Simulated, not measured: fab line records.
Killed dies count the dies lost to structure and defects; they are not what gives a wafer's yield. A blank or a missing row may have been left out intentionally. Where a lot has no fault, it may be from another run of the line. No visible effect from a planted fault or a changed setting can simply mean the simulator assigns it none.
Lot-split experiment | flow n5Finfet | 39 wafers read across 7 lots, on a route 1938 steps long

ON THE SPLIT
At N5_DUMMY_GATE_ETCH_32 (etches SiO2 in CF4, target depth 3.5 nm, time 3.9 s), the setting timeS was moved away from the recipe's 3.9 s on 18 of the 39 wafers read, by -18.7% to +19.1%. The other wafers ran this setting at the recipe's value.

Reading taken at the split's own step.

THE READING
etch.depthNm (the simulator's own value, which no gauge read), in nm, at N5_DUMMY_GATE_ETCH_32 (etches SiO2 in CF4, target depth 3.5 nm, time 3.9 s). The file gives no usual value for it. Average 3.454 nm, standard deviation 0.062 nm, over the 21 wafers here run with the recipe.

wafer  | tool, chamber at the split | timeS as run, s | against the recipe | etch.depthNm, nm | against lot-mates on the recipe
L077.1 | rieSi-01, 1                | 3.9             | recipe             | 3.437            | -
L077.2 | rieSi-01, 3,1              | 3.172           | -18.7%             | 2.791            | -0.659
L077.6 | rieSi-01, 3,1              | 3.172           | -18.7%             | 2.791            | -0.659
L077.3 | rieSi-01, 2                | 3.9             | recipe             | 3.435            | -
L077.4 | rieSi-01, 0                | 3.9             | recipe             | 3.478            | -
L077.5 | rieSi-01, 2                | 3.172           | -18.7%             | 2.803            | -0.647
L082.1 | rieSi-02, 3                | 3.9             | recipe             | 3.554            | -
L082.2 | rieSi-02, 1                | 3.9             | recipe             | 3.323            | -
L082.3 | rieSi-02, 0                | 3.504           | -10.2%             | 3.167            | -0.273
L082.4 | rieSi-02, 2                | 3.9             | recipe             | 3.444            | -
L082.5 | rieSi-02, 2                | 3.504           | -10.2%             | 3.056            | -0.384
L082.6 | rieSi-02, 1                | 3.504           | -10.2%             | 2.966            | -0.474
L084.1 | rieSi-05, 1                | 3.9             | recipe             | 3.35             | -
L084.2 | rieSi-05, 0                | 4.646           | +19.1%             | 4.263            | +0.876
L084.3 | rieSi-05, 2                | 4.646           | +19.1%             | 3.992            | +0.605
L084.4 | rieSi-05, 3                | 3.9             | recipe             | 3.468            | -
L084.5 | rieSi-05, 1                | 3.9             | recipe             | 3.342            | -
L084.6 | rieSi-05, 0                | 4.646           | +19.1%             | 4.236            | +0.849
L086.1 | rieSi-01, 0                | 3.9             | recipe             | 3.489            | -
L086.5 | rieSi-01, 3                | 3.9             | recipe             | 3.46             | -
L086.6 | rieSi-01, 2                | 3.9             | recipe             | 3.461            | -
L090.1 | rieSi-01, 2                | 3.9             | recipe             | 3.466            | -
L090.2 | rieSi-01, 1                | 4.62            | +18.5%             | 4.183            | +0.719
L090.3 | rieSi-01, 3                | 3.9             | recipe             | 3.434            | -
L090.4 | rieSi-01, 0                | 3.9             | recipe             | 3.491            | -
L090.5 | rieSi-01, 1                | 4.62            | +18.5%             | 4.153            | +0.689
L090.6 | rieSi-01, 2                | 4.62            | +18.5%             | 4.111            | +0.647
L091.1 | rieSi-02, 3                | 3.413           | -12.5%             | 3.115            | -0.405
L091.2 | rieSi-02, 2                | 3.413           | -12.5%             | 3.026            | -0.494
L091.3 | rieSi-02, 0                | 3.9             | recipe             | 3.534            | -
L091.4 | rieSi-02, 1                | 3.413           | -12.5%             | 2.933            | -0.587
L091.5 | rieSi-02, 2                | 3.9             | recipe             | 3.45             | -
L091.6 | rieSi-02, 3                | 3.9             | recipe             | 3.576            | -
L095.1 | rieSi-01, 1                | 3.9             | recipe             | 3.501            | -
L095.2 | rieSi-01, 3                | 3.292           | -15.6%             | 2.898            | -0.552
L095.3 | rieSi-01, 0                | 3.292           | -15.6%             | 2.945            | -0.505
L095.4 | rieSi-01, 2                | 3.9             | recipe             | 3.436            | -
L095.5 | rieSi-01, 2                | 3.9             | recipe             | 3.412            | -
L095.6 | rieSi-01, 3                | 3.292           | -15.6%             | 2.89             | -0.560
Rows listing several chambers each stand for several wafers; the file does not say which wafer went through which chamber.

THE FIT
A straight line over all 39 wafers: etch.depthNm changes by +0.0364 nm for each +1% of timeS; r = +0.99; the points scatter about the line by 0.068 nm.
The same after taking each lot's own level away (the mean of its wafers on the recipe; 39 wafers): +0.0375 nm for each +1%; r = +0.99; scatter 0.066 nm.
On that fit, the largest move of timeS shifts the reading by 0.72 nm.
Across the lots, their own levels run from 3.3867 to 3.5200 nm, a range of 2.1 times the standard deviation given above.
The two slopes agree, so the slope changes little with the lot-to-lot level.
Check: for one of the wafers moved furthest among these (+19.1%), held out of the fit, the line's prediction against its lot-mates is +0.705 nm. Against them it came out at +0.876 nm.

OTHER SPLITS ON THESE WAFERS
These wafers also went through other splits before the reading. Each is held against what the fit with the lots' levels taken away leaves over:
other split on the same wafers | wafers away from the commonest value | r with etch.depthNm (lot level and that fit taken away)
N5_WELL_APT_EXPOSE_22 doseMj   | 15                                   | +0.05
N5_DUMMY_GATE_ETCH_37 sourceW  | 18                                   | +0.29

FILE'S OWN FIT
etch.depthNm changes by +0.0373 nm for each +1% of timeS, r = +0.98.
